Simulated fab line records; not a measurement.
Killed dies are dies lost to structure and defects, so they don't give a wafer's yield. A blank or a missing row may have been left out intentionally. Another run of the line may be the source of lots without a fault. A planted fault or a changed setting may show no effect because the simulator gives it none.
Comparing a struck lot with a sound one | flow nandHarc | 13 steps out of a route of 1159
Sound: the wafers L476.2, L476.5, L476.6. Struck: wafer L490.2 (left out: L490.5, a lot-mate that was not struck); the cause follows at the end.
Per side, at each step with rows, come the tool, then ch with its chambers, and then its first start. Under that, the readings that differ: sound wafers | struck wafers | difference of the means | sigmas: that difference in standard deviations of wafers without a fault.
alike: readings whose means differ by less than 2 such deviations, and words and numbers that are the same on both sides. not compared: withheld readings, readings that some wafer has no value for, bounds like >300 that may hide the same value, and numbers for which the record gives no deviation and whose values overlap.
The two part at a step that has a row with sigmas, a row that says differs or no value, or rows on one side only. When numbers do not overlap yet have no deviation, they are printed without sigmas and do not part them. Lack of a reading on every wafer of one side parts them only where that side has two or more wafers.

first, 5 steps without rows for these wafers: NHARC_A_STAIRCASE_ETCH_223 (etches the open film in C4F8/O2, target depth 100 nm, time 40.5 s); NHARC_A_STAIRCASE_TRIM_224 (chemistry O2, time 211.2 s); NHARC_A_STAIRCASE_ETCH_225 (etches the open film in C4F8/O2, target depth 100 nm, time 40.5 s); NHARC_A_STAIRCASE_TRIM_226 (chemistry O2, time 211.2 s); NHARC_A_STAIRCASE_ETCH_227 (etches the open film in C4F8/O2, target depth 100 nm, time 40.5 s).
NHARC_A_STAIRCASE_TRIM_229: chemistry O2, time 211.2 s.
  sound on rieDiel-03 ch 0,2,3, day 12 00:07; struck on rieDiel-11 ch 2, day 15 21:02
  alike: drypumpMotorCurrentA, oesProductAu, rfVppV, showerheadPlenumPTorr, throttleValvePct
  not compared: rfHoursCounterH
NHARC_A_STAIRCASE_ETCH_230: etches the open film in C4F8/O2, target depth 100 nm, time 40.5 s.
  sound on rieDiel-03 ch 0,1,3; struck on rieDiel-11 ch 1
  alike: oesProductAu, rfVppV
  not compared: rfHoursCounterH
NHARC_A_STAIRCASE_TRIM_231: chemistry O2, time 211.2 s.
  sound on rieDiel-03 ch 0,1,2; struck on rieDiel-11 ch 3
  alike: drypumpMotorCurrentA, oesProductAu, rfVppV, showerheadPlenumPTorr, throttleValvePct
  not compared: rfHoursCounterH
NHARC_A_STAIRCASE_ETCH_232: etches the open film in C4F8/O2, target depth 100 nm, time 40.5 s.
  sound on rieDiel-03 ch 0,2,3; struck on rieDiel-11 ch 1
  alike: oesProductAu, rfVppV
  not compared: rfHoursCounterH
then, 2 steps without rows for these wafers: NHARC_A_STAIRCASE_TRIM_233 (chemistry O2, time 211.2 s); NHARC_A_STAIRCASE_ETCH_234 (etches the open film in C4F8/O2, target depth 100 nm, time 40.5 s).
NHARC_A_STAIRCASE_TRIM_235: chemistry O2, time 211.2 s.
  sound on rieDiel-03 ch 0,3, day 12 00:49; struck on rieDiel-11 ch 3, day 15 21:46
reading             | sound             | struck | difference | sigmas
oesProductAu (a.u.) | 0.999 0.997 0.999 | 1.312  | +0.314     | +40
  alike: drypumpMotorCurrentA, rfVppV, showerheadPlenumPTorr, throttleValvePct
  not compared: rfHoursCounterH
NHARC_A_STAIRCASE_ETCH_236: etches the open film in C4F8/O2, target depth 100 nm, time 40.5 s.
  sound on rieDiel-03 ch 1,2,3; struck on rieDiel-11 ch 3
  alike: oesProductAu, rfVppV
  not compared: rfHoursCounterH

WHERE THEY PART
Only at NHARC_A_STAIRCASE_TRIM_235, within this record. Later steps at which nothing parts them and some readings are alike: NHARC_A_STAIRCASE_ETCH_236.

WHY: what the simulator had put in
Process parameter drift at NHARC_A_STAIRCASE_TRIM_235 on rieDiel-11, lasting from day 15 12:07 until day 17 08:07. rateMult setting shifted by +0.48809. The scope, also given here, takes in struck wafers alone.
